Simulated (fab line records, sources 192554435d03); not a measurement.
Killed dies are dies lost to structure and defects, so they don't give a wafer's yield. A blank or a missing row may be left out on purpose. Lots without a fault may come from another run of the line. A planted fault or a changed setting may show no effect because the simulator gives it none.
Problem report in the 8D (eight disciplines) form, filled by code | flow n5_finfet | the parts of the form that need people (team, actions taken, sign-off) are left out

1. THE PROBLEM
spin_speed_rpm at N5_BEOL_M7_COAT_71 reads a mean of 1444.4 rpm on 6 wafers of 2 lots; wafers without a fault read 1500.2 rpm with a standard deviation of 0.88. That is -63 standard deviations from the usual mean.
The step: time 60 s, resist thk 5 nm.
First seen on wafer L524.2, day 13 02:15, on litho_track-04. The record holds 36 wafers of 12 lots with a number at this step. Rule for "out", or "out of limits": more than 4 standard deviations from the usual mean. The other wafers with a number count as sound.

2. WHAT IT IS AND WHAT IT IS NOT
question                    | is                     | is not
which readings at this step | spin_speed_rpm         | heater_power_total_W, plate_temp_C, resist_line_temp_C
which lots                  | L524, L526             | L510, L512, L513, L514, L517, L518, L529, L530, L531, L532
which wafers of those lots  | all that have a number | -
read on which tools         | litho_track-04         | litho_track-01, litho_track-02
when                        | from day 13 02:15      | up to then (18 sound wafers); but 12 sound wafers of L529, L530, L531, L532 came after

3. SUSPECTS, AND WHAT RULES EACH OUT
Counting: a tool at a process step up to the reading stays a suspect if it ran every lot that is out and no sound lot after the first of them.
- pvd_sputter-02 at N5_BEOL_M7_HM_DEP_02 (deposits TiN, target thk 20 nm): ruled out as a lasting fault. Sound lots L529, L531 ran on it after its first lot that is out, L524 (day 13 01:07).
- litho_track-04 at N5_BEOL_M7_COAT_71 (time 60 s, resist thk 5 nm): kept. It ran every lot that is out, first L524 (day 13 02:15), and no sound lot after that; its last sound lot up to then is L510 (day 9 10:02). Its own readings are out on those wafers: spin_speed_rpm.
Left after counting: litho_track-04 at N5_BEOL_M7_COAT_71.

4. THE CAUSE (what the simulator had put in)
Process parameter drift: litho_track-04, from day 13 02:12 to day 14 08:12, at N5_BEOL_M7_COAT_71. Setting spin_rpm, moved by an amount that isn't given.
Counting left only this tool.

5. THE CHAIN OF EFFECTS, in route order
Each row: a reading whose mean over the struck wafers that have a number lies more than 3 standard deviations from the usual. Only readings for which the record gives a usual standard deviation are gone through. hours: the time from each lot's start at the first step in this table that gives one to its start at this step, as a median over the lots. sigmas: the change in usual standard deviations.
hours | step               | reading        | usual      | on struck wafers | change | sigmas
0     | N5_BEOL_M7_COAT_71 | spin_speed_rpm | 1500.2 rpm | 1444.4           | -55.8  | -63
The process steps in it:
- N5_BEOL_M7_COAT_71: time 60 s, resist thk 5 nm.

6. WHAT WOULD HAVE CAUGHT IT SOONER
In this record the first reading out of limits was taken at day 13 02:15, 0 hours after the fault began at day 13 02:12.
